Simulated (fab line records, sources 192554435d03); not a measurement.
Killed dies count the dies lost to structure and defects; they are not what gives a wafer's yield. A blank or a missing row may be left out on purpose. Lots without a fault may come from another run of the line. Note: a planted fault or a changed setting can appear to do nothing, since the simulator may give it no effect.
Matching of chambers || flow n5 finfet || N5_BEOL_M7_CURE_75 on uv cure-01: 3 sister chambers
The step cures SiCOH lowk, time 120 s. 3 wafers are shown with their chamber, then 11 later ones without.

## WAFERS PAIRED WITH THEIR CHAMBERS
{"wafer": "L075.5", "chamber": 2, "wafer_temp_C_max": 371.7}
{"wafer": "L078.6", "chamber": 0, "wafer_temp_C_max": 372.1}
{"wafer": "L087.2", "chamber": 1, "wafer_temp_C_max": 371.9}

## WAFERS MISSING THEIR CHAMBER
{"wafer": "L087.4", "wafer_temp_C_max": 371.8}
{"wafer": "L087.6", "wafer_temp_C_max": 372.6}
{"wafer": "L092.1", "wafer_temp_C_max": 372.2}
{"wafer": "L092.2", "wafer_temp_C_max": 372.0}
{"wafer": "L092.5", "wafer_temp_C_max": 372.1}
{"wafer": "L093.2", "wafer_temp_C_max": 371.4}
{"wafer": "L093.4", "wafer_temp_C_max": 371.8}
{"wafer": "L093.6", "wafer_temp_C_max": 371.5}
{"wafer": "L095.1", "wafer_temp_C_max": 372.0}
{"wafer": "L095.3", "wafer_temp_C_max": 372.4}
{"wafer": "L095.4", "wafer_temp_C_max": 372.4}

## CHAMBER TAKEN BY EACH
{"wafer": "L087.4", "from the rows above": "can't be placed: 1 or 2 or 0", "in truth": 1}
{"wafer": "L087.6", "from the rows above": "can't be placed: 0 or 1 or 2", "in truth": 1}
{"wafer": "L092.1", "from the rows above": "can't be placed: 0 or 1 or 2", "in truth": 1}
{"wafer": "L092.2", "from the rows above": "can't be placed: 0 or 1 or 2", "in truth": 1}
{"wafer": "L092.5", "from the rows above": "can't be placed: 0 or 1 or 2", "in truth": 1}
{"wafer": "L093.2", "from the rows above": "can't be placed: 2 or 1 or 0", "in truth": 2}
{"wafer": "L093.4", "from the rows above": "can't be placed: 1 or 2 or 0", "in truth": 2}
{"wafer": "L093.6", "from the rows above": "can't be placed: 2 or 1 or 0", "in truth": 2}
{"wafer": "L095.1", "from the rows above": "can't be placed: 0 or 1 or 2", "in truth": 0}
{"wafer": "L095.3", "from the rows above": "can't be placed: 0 or 1 or 2", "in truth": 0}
{"wafer": "L095.4", "from the rows above": "can't be placed: 0 or 1 or 2", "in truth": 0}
Correct placement for 0 of the 11. Not placeable from these rows: 11 (in 11, the candidates include the true chamber). Number placed wrongly: 0.
How it was worked out, from the rows above alone: a wafer's distance from a chamber is the root of the sum, over the readings, of the square of ((its reading less the chamber's mean) divided by the reading's scatter). The wafer belongs to the nearest chamber; if the next one is less than 2 further off, it can't be placed. Each chamber's mean is taken over the wafers shown for it. The scatter: with one shown wafer a chamber, the root of the mean of the squares of how far each hidden wafer lies from its nearest shown one.
